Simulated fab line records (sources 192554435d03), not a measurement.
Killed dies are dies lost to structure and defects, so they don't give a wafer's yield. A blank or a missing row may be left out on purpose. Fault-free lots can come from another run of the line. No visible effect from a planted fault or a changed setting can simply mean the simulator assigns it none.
Chamber matching -- flow n5_finfet -- rie_diel-01 running N5_BEOL_M9_DESCUM_33: 4 sister chambers
The step chemistry O2, time 7 s. 14 wafers are shown with their chamber, then 7 later ones without.

WAFERS PAIRED WITH THEIR CHAMBERS
wafer,chamber,showerhead_plenum_p_Torr (Torr),throttle_valve_pct (%),drypump_motor_current_A (A)
L674.1,3,1.97,20.48,6.4
L674.2,1,2.07,20.71,6.0
L674.6,0,2.09,20.84,5.7
L677.2,2,2.15,20.79,5.5
L677.3,3,1.97,20.49,6.4
L677.5,3,1.97,20.50,6.5
L679.2,1,2.07,20.72,6.1
L679.3,2,2.15,20.79,5.5
L679.6,1,2.07,20.73,6.1
L681.1,0,2.08,20.86,5.7
L681.2,1,2.06,20.75,6.1
L681.6,2,2.15,20.80,5.5
L686.4,2,2.14,20.83,5.5
L686.5,0,2.08,20.86,5.8

SIGNATURES, as means of the wafers listed above
reading,chamber 0,chamber 1,chamber 2,chamber 3,scatter within a chamber
showerhead_plenum_p_Torr,2.0833,2.0675,2.1475,1.9700,0.00465
throttle_valve_pct,20.8533,20.7275,20.8025,20.4900,0.0155
drypump_motor_current_A,5.733,6.075,5.500,6.433,0.0456
Rule: for each reading, subtract the chamber's mean from the wafer's reading, divide by that reading's scatter and square the result; add these up over the readings and take the root, which gives the wafer's distance from the chamber. If the next closest chamber is less than 2 further off than the closest, the wafer can't be placed; otherwise it belongs to the closest. How the scatter is found: for the shown wafers, subtract from each reading the mean of its chamber, square and add these, divide the total by (wafers less chambers), then take the root.

WAFERS MISSING THEIR CHAMBER
wafer,showerhead_plenum_p_Torr (Torr),throttle_valve_pct (%),drypump_motor_current_A (A)
L686.6,2.06,20.76,6.1
L690.3,1.97,20.51,6.4
L690.5,2.14,20.86,5.5
L690.6,2.08,20.89,5.7
L691.1,2.08,20.88,5.7
L691.5,2.08,20.88,5.8
L691.6,1.97,20.52,6.5

THE CHAMBER EACH PASSED THROUGH
wafer,from the rows above,in truth
L686.6,1,1
L690.3,3,3
L690.5,2,2
L690.6,0,0
L691.1,0,0
L691.5,0,0
L691.6,3,3
7 of 7 placed correctly. Left unplaced by these rows: 0. Wrongly placed: 0.
